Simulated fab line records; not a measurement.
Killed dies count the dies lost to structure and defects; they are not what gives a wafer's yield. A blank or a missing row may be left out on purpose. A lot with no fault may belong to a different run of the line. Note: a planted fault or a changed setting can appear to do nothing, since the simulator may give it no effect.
fab line records    flow n5_finfet    part 2 of 2: steps 20 to 25 of 25
record lots=5  wafers=15  last_day=19
route steps=1938 shown BEOL_M11@1553
lots that met no fault: from a run of the same line without faults
start_h: hours from the record's first day to the start of the lot's first wafer shown    wait_h: how many hours have passed since the lot's step before this one    " the same as in the row above    L1.1+2: a row that stands for several wafers    - no value, or no start was given    * or withheld: withheld    < > ~ a bound
route shown NAME@n: names a module that has steps shown in the file, with the first one's number in the route    usual: the fault-free wafers' mean and standard deviation    same: alike in all rows    chamber/n: place in a boat    sites: each site's reading    _std_site: how widely they spread, as a standard deviation    _edge_site: the outer-site mean with the inner-site mean subtracted    radius_mm: for every site, how far away it sits from the centre of the wafer    mask NAME#n: copy n    behind: the tool/chamber that last shaped the wafer    hold: reason for holding the lot/hours on hold/outcome of the hold    device: whichever transistor did not switch (one of n, p or np)    end of line: the tests these same wafers got at the end of their route    a step with no rows: only its recipe    killed: dies lost to structure and defects at the first sort, not the wafer's yield    map: the dies of a wafer, with x for killed, . for not killed, _ for no die there
set.NAME: the run value of the setting; set.NAME@STEP: its run value at that earlier step    model.NAME: the simulator's own value behind a step, which no gauge read
lots at some steps of the route; a table a step, a row a wafer
services: from which hour (start_h, from the record's first day; less than 0 if before it) a tool's chamber was out of use, for how many hours, and why
## steps
# step N5_BEOL_M11_ETCH_65
# recipe chemistry=CF4  target=SiARC  target_depth_a=390  mask_material=CAR-ArF  time_s=65  ion_energy_ev=80  pressure_mtorr=40  source_w=545  bias_w=36  Ar_flow_sccm=100  cf4_flow_sccm=100  ends=cleared
# usual drypump_motor_current_A=5.6/0.41  etch_rf_on_time_s=65.1/1.7  oes_product_au=0.67/0.076  rf_vpp_V=184.1/1  showerhead_plenum_p_Torr=2.14/0.056  throttle_valve_pct=15.62/0.24
lot.wafer  tool         chamber  start_h  wait_h  drypump_motor_current_A  etch_rf_on_time_s  oes_product_au  rf_hours_counter_h  rf_vpp_V  showerhead_plenum_p_Torr  throttle_valve_pct
L076.2     rie_diel-05  3        260.62   0.0     5.1                      65.5               0.82            6                   183.5     2.13                      15.57
L076.4     "            0        "        "       5.2                      64.4               0.70            -                   184.3     2.08                      15.36
L076.5     "            1        "        "       5.6                      63.5               0.61            -                   184.5     2.19                      15.64
L079.2     rie_diel-06  0        286.62   0.0     5.1                      66.3               0.65            140                 183.2     2.07                      15.87
L079.3     "            3        "        "       5.6                      68.0               0.59            212                 184.9     2.20                      15.84
L079.5     "            0        "        "       5.2                      65.9               0.65            -                   184.4     2.07                      15.87
L083.2     rie_diel-06  0        320.00   0.0     5.1                      64.7               0.65            151                 183.8     2.07                      15.91
L083.3     "            2        "        "       5.6                      64.4               0.62            218                 185.8     2.21                      15.73
L083.6     "            3        "        "       5.6                      67.0               0.59            -                   184.9     2.20                      15.85
L096.2     rie_diel-06  1        406.02   0.0     6.6                      62.7               0.77            25                  183.1     2.10                      15.33
L096.3     "            3        "        "       5.6                      68.6               0.56            250                 184.2     2.19                      15.92
L096.4     "            0        "        "       5.2                      66.4               0.62            176                 183.1     2.06                      15.95
L097.2     rie_diel-05  3        425.39   0.0     5.1                      64.7               0.72            53                  184.9     2.11                      15.66
L097.4     "            2        "        "       6.2                      64.3               0.66            129                 183.1     2.14                      15.32
L097.6     "            1        "        "       5.6                      62.2               0.79            -                   184.9     2.18                      15.28
# step N5_BEOL_M11_ETCH_66
# recipe chemistry=N2/H2  target=SOC  target_depth_a=1200  overetch_a=240  mask_material=SiARC  temp_c=40  time_s=180  ion_energy_ev=200  pressure_mtorr=30  source_w=840  bias_w=150  n2_flow_sccm=200  h2_flow_sccm=200
# usual drypump_motor_current_A=5.6/0.41  h2_flow_sccm=200.0/0.62  oes_product_au=0.63/0.066  rf_vpp_V=523.8/2.2  showerhead_plenum_p_Torr=2.54/0.075  throttle_valve_pct=17.82/0.25
lot.wafer  tool         chamber  start_h  wait_h  drypump_motor_current_A  h2_flow_sccm  oes_product_au  rf_hours_counter_h  rf_vpp_V  showerhead_plenum_p_Torr  throttle_valve_pct
L076.2     rie_diel-05  3        260.67   0.0     5.1                      199.8         0.77            6                   523.8     2.48                      17.72
L076.4     "            0        "        "       5.2                      199.5         0.66            -                   520.8     2.44                      17.27
L076.5     "            1        "        "       5.6                      199.9         0.57            -                   525.6     2.62                      17.81
L079.2     rie_diel-06  0        286.67   0.0     5.1                      200.1         0.62            140                 519.1     2.45                      18.11
L079.3     "            3        "        "       5.6                      199.6         0.58            212                 526.0     2.62                      17.99
L079.5     "            0        "        "       5.2                      200.2         0.62            -                   521.3     2.45                      18.11
L083.2     rie_diel-06  0        320.05   0.0     5.2                      199.9         0.62            151                 521.9     2.44                      18.14
L083.3     "            2        "        "       5.7                      199.7         0.58            218                 526.0     2.62                      18.00
L083.6     "            3        "        "       5.6                      200.4         0.57            -                   526.6     2.61                      18.00
L096.2     rie_diel-06  1        406.07   0.0     6.6                      199.1         0.71            25                  521.5     2.51                      17.75
L096.3     "            3        "        "       5.7                      199.4         0.55            250                 525.2     2.60                      18.05
L096.4     "            0        "        "       5.2                      200.2         0.59            176                 520.2     2.43                      18.19
L097.2     rie_diel-05  3        425.44   0.0     5.1                      200.5         0.70            53                  522.4     2.46                      17.81
L097.4     "            2        "        "       6.2                      199.9         0.62            129                 524.7     2.57                      17.68
L097.6     "            1        "        "       5.6                      200.0         0.74            -                   526.0     2.60                      17.53
# step N5_BEOL_M11_STRIP_69
# recipe chemistry=N2/H2  temp_c=40  n2_flow_sccm=200  h2_flow_sccm=200  rf_frequency_hz=6e+07
lot.wafer   tool         chamber  start_h  wait_h
L076.2+4+5  rie_diel-05  3,0,1    260.78   0.1
L079.2+3+5  rie_diel-06  0,3,0    286.79   0.1
L083.2+3+6  rie_diel-06  0,2,3    320.16   0.1
L096.2+3+4  rie_diel-06  1,3,0    406.18   0.1
L097.2+4+6  rie_diel-05  3,2,1    425.55   0.1
# step N5_BEOL_M11_VIA_ETCH_34
# recipe chemistry=C4F6/O2  target=SiCOH_lowk  target_depth_a=1845  mask_material=SOC  taper_deg=4  time_s=69.2  ion_energy_ev=250  pressure_mtorr=30  source_w=345  bias_w=185  Ar_flow_sccm=300  C4F6_flow_sccm=10  O2_flow_sccm=10
# usual drypump_motor_current_A=5.6/0.41  oes_f_703_au=0.78/0.087  oes_product_au=0.78/0.088  rf_vpp_V=668/12  showerhead_plenum_p_Torr=2.85/0.075  throttle_valve_pct=20.94/0.26
lot.wafer  tool         chamber  start_h  wait_h  drypump_motor_current_A  oes_f_703_au  oes_product_au  rf_hours_counter_h  rf_vpp_V  showerhead_plenum_p_Torr  throttle_valve_pct
L076.2     rie_diel-05  3        260.79   0.0     5.1                      0.93          0.95            6                   666       2.82                      21.01
L076.4     "            0        "        "       5.2                      0.82          0.82            -                   646       2.78                      20.72
L076.5     "            1        "        "       5.6                      0.74          0.71            -                   665       2.91                      20.78
L079.2     rie_diel-06  0        286.80   0.0     5.2                      0.73          0.77            140                 685       2.76                      21.29
L079.3     "            3        "        "       5.7                      0.70          0.69            212                 662       2.92                      21.04
L079.5     "            0        "        "       5.2                      0.74          0.77            -                   685       2.76                      21.29
L083.2     rie_diel-06  0        320.17   0.0     5.2                      0.72          0.76            151                 686       2.76                      21.29
L083.3     "            2        "        "       5.6                      0.73          0.70            218                 664       2.96                      21.13
L083.6     "            3        "        "       5.6                      0.70          0.69            -                   662       2.92                      21.03
L096.2     rie_diel-06  1        406.19   0.0     6.5                      0.89          0.89            25                  676       2.77                      20.56
L096.3     "            3        "        "       5.6                      0.68          0.67            250                 662       2.90                      21.08
L096.4     "            0        "        "       5.2                      0.71          0.74            176                 685       2.75                      21.36
L097.2     rie_diel-05  3        425.56   0.0     5.1                      0.84          0.86            53                  667       2.80                      21.08
L097.4     "            2        "        "       6.2                      0.77          0.77            129                 689       2.85                      20.66
L097.6     "            1        "        "       5.6                      0.95          0.91            -                   665       2.89                      20.56
# step N5_BEOL_M11_STRIP_73
# recipe chemistry=C4F6/O2  resist=SiARC  rf_frequency_hz=6e+07
lot.wafer   tool         chamber  start_h  wait_h
L076.2+4+5  rie_diel-05  3,0,1    260.84   0.0
L079.2+3+5  rie_diel-06  0,3,0    286.85   0.0
L083.2+3+6  rie_diel-06  0,2,3    320.22   0.0
L096.2+3+4  rie_diel-06  1,3,0    406.25   0.0
L097.2+4+6  rie_diel-05  3,2,1    425.61   0.0
# step N5_BEOL_M11_STRIP_36
# recipe chemistry=N2/H2  power_w=450  temp_c=40  pressure_mtorr=20  rf_frequency_hz=6e+07  overash_fraction=0.3  bias_power_w=7  h2_frac=0.5  n2_flow_sccm=200  h2_flow_sccm=200
# usual drypump_motor_current_A=5.6/0.41  h2_flow_sccm=200.0/0.6  oes_product_au=0.78/0.086  rf_vpp_V=59.2/2  showerhead_plenum_p_Torr=2.53/0.075  throttle_valve_pct=23.7/0.34
lot.wafer  tool         chamber  start_h  wait_h  drypump_motor_current_A  h2_flow_sccm  oes_product_au  rf_hours_counter_h  rf_vpp_V  showerhead_plenum_p_Torr  throttle_valve_pct
L076.2     rie_diel-05  3        260.85   0.0     5.1                      200.4         0.96            6                   60.1      2.48                      23.8
L076.4     "            0        "        "       5.2                      199.7         0.83            -                   55.1      2.44                      22.8
L076.5     "            1        "        "       5.6                      199.3         0.69            -                   58.4      2.61                      23.5
L079.2     rie_diel-06  0        286.86   0.0     5.2                      200.2         0.77            140                 59.7      2.44                      24.0
L079.3     "            3        "        "       5.7                      199.2         0.70            212                 56.9      2.61                      23.7
L079.5     "            0        "        "       5.2                      200.2         0.76            -                   58.5      2.44                      24.0
L083.2     rie_diel-06  0        320.23   0.0     5.2                      200.4         0.77            151                 59.0      2.44                      24.0
L083.3     "            2        "        "       5.6                      200.0         0.71            218                 58.9      2.62                      24.0
L083.6     "            3        "        "       5.7                      200.1         0.68            -                   61.1      2.61                      23.7
L096.2     rie_diel-06  1        406.26   0.0     6.5                      200.1         0.87            25                  59.3      2.51                      23.8
L096.3     "            3        "        "       5.7                      199.8         0.66            250                 60.6      2.60                      23.8
L096.4     "            0        "        "       5.2                      199.6         0.73            176                 59.2      2.43                      24.0
L097.2     rie_diel-05  3        425.62   0.0     5.1                      199.9         0.84            53                  58.3      2.46                      23.8
L097.4     "            2        "        "       6.2                      200.5         0.76            129                 56.8      2.57                      23.5
L097.6     "            1        "        "       5.6                      199.6         0.92            -                   61.6      2.59                      23.4
## services
tool             chamber  start_h  hours  kind
arfi_scanner-01  -        241.71   0.7    repair
arfi_scanner-01  -        245.05   1.0    pm
rie_diel-02      -        257.56   0.3    repair
rie_diel-05      2        260.27   5.0    repair
rie_diel-02      0        271.01   5.8    repair
arfi_scanner-03  -        272.93   1.3    pm
arfi_scanner-01  -        283.52   1.3    pm
rie_diel-06      -        295.07   0.1    repair
rie_metal-03     0        299.21   7.3    repair
arfi_scanner-03  -        306.43   0.8    pm
rie_diel-05      3        319.91   10.7   repair
rie_diel-02      1        328.63   4.6    repair
arfi_scanner-03  -        337.17   2.5    repair
arfi_scanner-03  -        339.69   1.0    pm
rie_metal-03     1        346.76   4.3    repair
rie_diel-02      0        358.37   6.8    repair
rie_diel-05      -        361.43   1.6    repair
rie_diel-02      -        370.37   2.8    pm
arfi_scanner-01  -        371.81   0.8    pm
arfi_scanner-03  -        398.43   1.3    pm
arfi_scanner-01  -        409.02   1.3    pm
rie_diel-06      1        410.30   9.1    repair
arfi_scanner-01  -        414.08   1.0    pm
arfi_scanner-01  -        415.44   4.9    pm
